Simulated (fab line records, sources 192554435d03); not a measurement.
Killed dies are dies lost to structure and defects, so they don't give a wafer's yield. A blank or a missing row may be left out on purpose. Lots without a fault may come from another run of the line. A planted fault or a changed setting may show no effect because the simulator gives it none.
Split-lot experiment | flow n5_finfet | 7 lots, 21 wafers read, on a route of 1938 steps

THE SPLIT
At N5_GATE_CUT_COAT_34 (time 60 s, resist thk 60 nm), the setting spin_rpm was moved away from the recipe's 1500 rpm on 8 of the 21 wafers read, by -8.5% to +7.2%. The other wafers ran this setting at the recipe's value.

FROM THE SPLIT TO THE READING: what the file shows between them, 6 steps
- N5_GATE_CUT_COAT_07: resist thk 30 nm (also split here: spin_rpm)
- N5_GATE_CUT_EBR_09
- N5_GATE_CUT_SOFTBAKE_08: time 60 s
- N5_GATE_CUT_DESCUM_18: chemistry O2, time 7 s
- N5_GATE_CUT_ETCH_28: etches underlayer in N2/H2, target depth 13 nm, time 10.4 s
- N5_GATE_CUT_ETCH_36: etches SiARC in CF4, target depth 13 nm, time 21.7 s

THE READING
etch.depth_nm (the simulator's own value, which no gauge read), in nm, at N5_GATE_CUT_ETCH_37 (etches SOC in N2/H2, target depth 60 nm, overetch 12 nm, time 90 s). The file gives no usual value for it. The 13 wafers here that ran the recipe average 60.07 nm, standard deviation 0.13 nm.

wafer  | tool, chamber at the split | spin_rpm as run, rpm | against the recipe | etch.depth_nm, nm | against lot-mates on the recipe
L076.3 | litho_track-05, 0          | 1500                 | recipe             | 60.04             | -
L076.4 | litho_track-05, 0          | 1500                 | recipe             | 60.03             | -
L076.5 | litho_track-05, 0          | 1388                 | -7.5%              | 62.51             | +2.48
L078.2 | litho_track-05, 0          | 1500                 | recipe             | 60.12             | -
L078.3 | litho_track-05, 0          | 1372                 | -8.5%              | 62.69             | +2.57
L078.4 | litho_track-05, 0          | 1372                 | -8.5%              | 62.8              | +2.68
L080.2 | litho_track-03, 0          | 1589                 | +5.9%              | 58.28             | -1.77
L080.3 | litho_track-03, 0          | 1589                 | +5.9%              | 58.19             | -1.86
L080.4 | litho_track-03, 0          | 1500                 | recipe             | 60.05             | -
L083.2 | litho_track-05, 0          | 1500                 | recipe             | 60.05             | -
L083.3 | litho_track-05, 0          | 1500                 | recipe             | 60.03             | -
L083.6 | litho_track-05, 0          | 1500                 | recipe             | 60.14             | -
L084.1 | litho_track-03, 0          | 1608                 | +7.2%              | 58.02             | -1.95
L084.2 | litho_track-03, 0          | 1608                 | +7.2%              | 58.08             | -1.89
L084.3 | litho_track-03, 0          | 1500                 | recipe             | 59.97             | -
L087.1 | litho_track-05, 0          | 1572                 | +4.8%              | 58.7              | -1.62
L087.2 | litho_track-05, 0          | 1500                 | recipe             | 60.35             | -
L087.4 | litho_track-05, 0          | 1500                 | recipe             | 60.29             | -
L090.1 | litho_track-03, 0          | 1500                 | recipe             | 59.84             | -
L090.2 | litho_track-03, 0          | 1500                 | recipe             | 60.01             | -
L090.3 | litho_track-03, 0          | 1500                 | recipe             | 59.98             | -

THE FIT
A straight line over all 21 wafers: etch.depth_nm changes by -0.305 nm for each +1% of spin_rpm; r = -1.00; the points scatter about the line by 0.13 nm.
The same after taking each lot's own level away (the mean of its wafers on the recipe; 21 wafers): -0.302 nm for each +1%; r = -1.00; scatter 0.11 nm.
On that fit, the largest move of spin_rpm shifts the reading by 2.6 nm.
The lots' own levels span 59.943 to 60.320 nm, that is 2.9 times the standard deviation above.
So the lot-to-lot level changes the slope little: the two slopes agree.
Check: with one of the wafers moved furthest among these (-8.5%) left out of the fit, the line predicts +2.62 nm for it against its lot-mates. It came out at +2.57 nm against them.

OTHER SPLITS ON THESE WAFERS
These wafers also went through other splits before the reading. Each is held against what the fit with the lots' levels taken away leaves over:
other split on the same wafers | wafers away from the commonest value | r with etch.depth_nm (lot level and that fit taken away)
N5_HKMG_FIN_ETCH_32 bias_w     | 9                                    | +0.30
N5_GATE_CUT_COAT_07 spin_rpm   | 8                                    | +0.29

THE WHOLE CHAIN: every reading that the file lists as answering this split, in the file's order
step                | what it does                                                       | reading                                                                         | change (the file's fit)               | r (the file's)
N5_GATE_CUT_COAT_34 | time 60 s, resist thk 60 nm                                        | SOC_of_GATE_CUT_COAT_34.thk_nm (the simulator's own value, which no gauge read) | -0.306 nm for each +1% of the setting | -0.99
N5_GATE_CUT_ETCH_37 | etches SOC in N2/H2, target depth 60 nm, overetch 12 nm, time 90 s | etch.depth_nm (the simulator's own value, which no gauge read)                  | -0.307 nm for each +1% of the setting | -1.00

THE FILE'S OWN FIT
etch.depth_nm changes by -0.307 nm for each +1% of spin_rpm, r = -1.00.
